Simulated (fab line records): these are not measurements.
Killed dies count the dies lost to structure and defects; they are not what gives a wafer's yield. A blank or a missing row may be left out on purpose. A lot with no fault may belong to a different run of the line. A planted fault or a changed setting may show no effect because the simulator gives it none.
Matching of chambers | flow n5-finfet | N5_BEOL_M5_DEP_56 on pecvd-04 has 3 sister chambers
The step deposits SiCN from 3MS/NH3, target thk 8 nm, time 14 s. 3 wafers are shown with their chamber, then 11 later ones without.

== EACH WAFER AND ITS CHAMBER ==
wafer  | chamber | showerhead-plenum-p-Torr (Torr)
L083.5 | 0       | 3.654
L091.4 | 1       | 3.677
L090.1 | 2       | 3.670

== WAFERS WITH NO CHAMBER GIVEN ==
wafer  | showerhead-plenum-p-Torr (Torr)
L090.2 | 3.686
L090.3 | 3.646
L090.4 | 3.681
L090.5 | 3.648
L090.6 | 3.677
L093.3 | 3.668
L093.4 | 3.670
L093.5 | 3.684
L096.1 | 3.657
L096.2 | 3.645
L096.3 | 3.678

== WHICH CHAMBER EACH WENT THROUGH ==
wafer  | from the rows above     | in truth
L090.2 | can't be placed: 1 or 2 | 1
L090.3 | 0                       | 0
L090.4 | can't be placed: 1 or 2 | 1
L090.5 | 0                       | 0
L090.6 | can't be placed: 1 or 2 | 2
L093.3 | can't be placed: 2 or 1 | 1
L093.4 | can't be placed: 2 or 1 | 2
L093.5 | can't be placed: 1 or 2 | 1
L096.1 | can't be placed: 0 or 2 | 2
L096.2 | 0                       | 0
L096.3 | can't be placed: 1 or 2 | 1
Correct placement for 3 of the 11. Not placeable from these rows: 8 (in 8, the candidates include the true chamber). Placed wrongly: 0.
How it was worked out, from the rows above alone: a wafer's distance from a chamber is the root of the sum, over the readings, of the square of ((its reading less the chamber's mean) divided by the reading's scatter). The wafer belongs to the nearest chamber; if the next one is less than 2 further off, it can't be placed. The mean given for a chamber averages the wafers shown for that chamber. The scatter: root of mean squared gap, hidden wafer to nearest shown wafer, with one shown wafer a chamber.
